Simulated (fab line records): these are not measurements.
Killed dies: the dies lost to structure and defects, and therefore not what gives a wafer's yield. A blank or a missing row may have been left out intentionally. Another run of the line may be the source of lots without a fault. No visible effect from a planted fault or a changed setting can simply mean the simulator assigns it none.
Which tool did it? :: flow nand_harc :: 33 wafers from 11 lots sampled at 3 of the route's 1159 steps

## WHAT THE GAUGES SHOWED, per wafer
NHARC_P_ZERO_WELL_CD_MEAS_52 targets a cd of 2000 nm.
lot: L151
measured: day 1 23:42
on: cd_sem-02
cd_nm (nm): 2000.2 1998.8 1998.7

lot: L154
measured: day 2 17:40
on: cd_sem-03
cd_nm (nm): 1999.8 1998.8 2001.2

lot: L159
measured: day 3 23:45
on: cd_sem-03
cd_nm (nm): 1997.8 1998.7 1999.8

lot: L160
measured: day 4 05:56
on: cd_sem-01
cd_nm (nm): 2000.5 2001.4 2000.5

lot: L161
measured: day 4 11:41
on: cd_sem-01
cd_nm (nm): 2000.5 1998.7 2001.1

lot: L162
measured: day 4 17:39
on: cd_sem-01
cd_nm (nm): - - -

lot: L166
measured: day 5 17:38
on: cd_sem-01
cd_nm (nm): 1997.8 1999.3 1997.6

lot: L168
measured: day 6 05:42
on: cd_sem-03
cd_nm (nm): 2001.2 1999.0 2000.1

lot: L170
measured: day 6 17:48
on: cd_sem-01
cd_nm (nm): 2000.4 2000.0 1998.5

lot: L172
measured: day 7 05:47
on: cd_sem-01
cd_nm (nm): 1999.2 1999.9 1999.2

lot: L173
measured: day 7 11:47
on: cd_sem-02
cd_nm (nm): 1999.0 2000.9 1998.7

## EACH LOT AND THE TOOL THAT RAN IT (in order: tool; ch and the chambers of the sampled wafers; start)
lot: L151
NHARC_P_ZERO_WELL_DESCUM_39: rie_diel-01 ch 0,3, day 1 22:13
NHARC_P_ZERO_WELL_EXPOSE_49: krf_scanner-04 ch 0, day 1 23:33

lot: L154
NHARC_P_ZERO_WELL_DESCUM_39: rie_diel-01 ch 0,1,2, day 2 16:12
NHARC_P_ZERO_WELL_EXPOSE_49: krf_scanner-03 ch 0, day 2 17:31

lot: L159
NHARC_P_ZERO_WELL_DESCUM_39: rie_diel-03 ch 0,1,3, day 3 22:17
NHARC_P_ZERO_WELL_EXPOSE_49: krf_scanner-04 ch 0, day 3 23:36

lot: L160
NHARC_P_ZERO_WELL_DESCUM_39: rie_diel-01 ch 0,1, day 4 04:29
NHARC_P_ZERO_WELL_EXPOSE_49: krf_scanner-03 ch 0, day 4 05:47

lot: L161
NHARC_P_ZERO_WELL_DESCUM_39: rie_diel-03 ch 0,1,3, day 4 10:21
NHARC_P_ZERO_WELL_EXPOSE_49: krf_scanner-03 ch 0, day 4 11:32

lot: L162
NHARC_P_ZERO_WELL_DESCUM_39: rie_diel-01 ch 0,1,3, day 4 16:19
NHARC_P_ZERO_WELL_EXPOSE_49: krf_scanner-03 ch 0, day 4 17:29

lot: L166
NHARC_P_ZERO_WELL_DESCUM_39: rie_diel-01 ch 1,2,3, day 5 16:17
NHARC_P_ZERO_WELL_EXPOSE_49: krf_scanner-03 ch 0, day 5 17:28

lot: L168
NHARC_P_ZERO_WELL_DESCUM_39: rie_diel-05 ch 1,3, day 6 04:20
NHARC_P_ZERO_WELL_EXPOSE_49: krf_scanner-03 ch 0, day 6 05:33

lot: L170
NHARC_P_ZERO_WELL_DESCUM_39: rie_diel-05 ch 1,2,3, day 6 16:19
NHARC_P_ZERO_WELL_EXPOSE_49: krf_scanner-03 ch 0, day 6 17:39

lot: L172
NHARC_P_ZERO_WELL_DESCUM_39: rie_diel-05 ch 2,3, day 7 04:16
NHARC_P_ZERO_WELL_EXPOSE_49: krf_scanner-03 ch 0, day 7 05:38

lot: L173
NHARC_P_ZERO_WELL_DESCUM_39: rie_diel-01 ch 1,2,3, day 7 10:25
NHARC_P_ZERO_WELL_EXPOSE_49: krf_scanner-03 ch 0, day 7 11:37
- NHARC_P_ZERO_WELL_DESCUM_39: chemistry O2, time 3 s.
- NHARC_P_ZERO_WELL_EXPOSE_49: exposes mask P HVPW, target cd 2000 nm.

## THE ANSWER, worked out from the rows above alone
Rule: the lots themselves supply what counts as usual. Put in order of their means at a reading, lots are off if they are a third of the lots or fewer, leave a main group of 4 or more, and stand apart from it by a gap of 3 or more times the standard deviation of the main group's means; of several such gaps the widest counts. The tables above print the reading to a certain number of digits; a main group whose means all agree to those digits is not used. Also off: a lot with no number at a reading for which 4 or more lots have one. The other lots that the step has rows for count as sound.
Off, at NHARC_P_ZERO_WELL_CD_MEAS_52 on cd_nm: L162. Without a number there: L162. Mean 1999.6 nm and standard deviation 0.69 in the main group.
If a tool, at a process step before that reading, ran all the lots that are off and no sound lot after the first of them, it fits. Those tools and the gauges at NHARC_P_ZERO_WELL_CD_MEAS_52 are tried in the same way. Not one of the candidates tried fits.

## WHAT THE SIMULATOR HAD INSERTED
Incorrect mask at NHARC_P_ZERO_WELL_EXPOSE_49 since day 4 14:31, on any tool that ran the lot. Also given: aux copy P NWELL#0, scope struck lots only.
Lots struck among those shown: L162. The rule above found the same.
